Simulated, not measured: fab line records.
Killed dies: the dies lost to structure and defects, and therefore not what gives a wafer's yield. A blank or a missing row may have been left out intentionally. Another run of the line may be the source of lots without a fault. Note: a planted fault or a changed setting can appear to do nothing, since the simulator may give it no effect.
Matching of chambers    flow nand_harc    4 sister chambers for NHARC_P_M1_ETCH_35 on rie_diel-09
The step etches the open film in N2/H2, target depth 40 nm, overetch 12 nm, time 43.94 s. 4 wafers are shown with their chamber, then 10 later ones without.

## WAFERS PAIRED WITH THEIR CHAMBERS
wafer   chamber  drypump_motor_current_A (A)
L975.4  2        5.9
L986.6  0        5.9
L988.2  3        5.2
L988.3  1        5.5

## WAFERS WITHOUT THEIR CHAMBER
wafer   drypump_motor_current_A (A)
L988.6  5.2
L989.2  5.5
L989.5  5.9
L989.6  5.2
L991.2  5.9
L991.4  5.3
L991.6  5.9
L993.2  5.4
L993.3  5.9
L993.5  5.8

## WHICH CHAMBER EACH ONE RAN IN
wafer   from the rows above      in truth
L988.6  3                        3
L989.2  1                        1
L989.5  can't be placed: 0 or 2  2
L989.6  3                        3
L991.2  can't be placed: 0 or 2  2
L991.4  can't be placed: 3 or 1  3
L991.6  can't be placed: 0 or 2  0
L993.2  can't be placed: 1 or 3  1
L993.3  can't be placed: 0 or 2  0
L993.5  can't be placed: 0 or 2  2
Correct placement for 3 of the 10. Not placeable from these rows: 7 (in 7, the candidates include the true chamber). 0 placed wrongly.
How it was worked out, from the rows above alone: a wafer's distance from a chamber is the root of the sum, over the readings, of the square of ((its reading less the chamber's mean) divided by the reading's scatter). If the next closest chamber is less than 2 further off than the closest, the wafer can't be placed; otherwise it belongs to the closest. For every chamber, the mean is computed from those of its wafers that are shown. The scatter (one wafer shown for each chamber): square how far every hidden wafer sits from the nearest shown wafer, average those squares and take the square root.
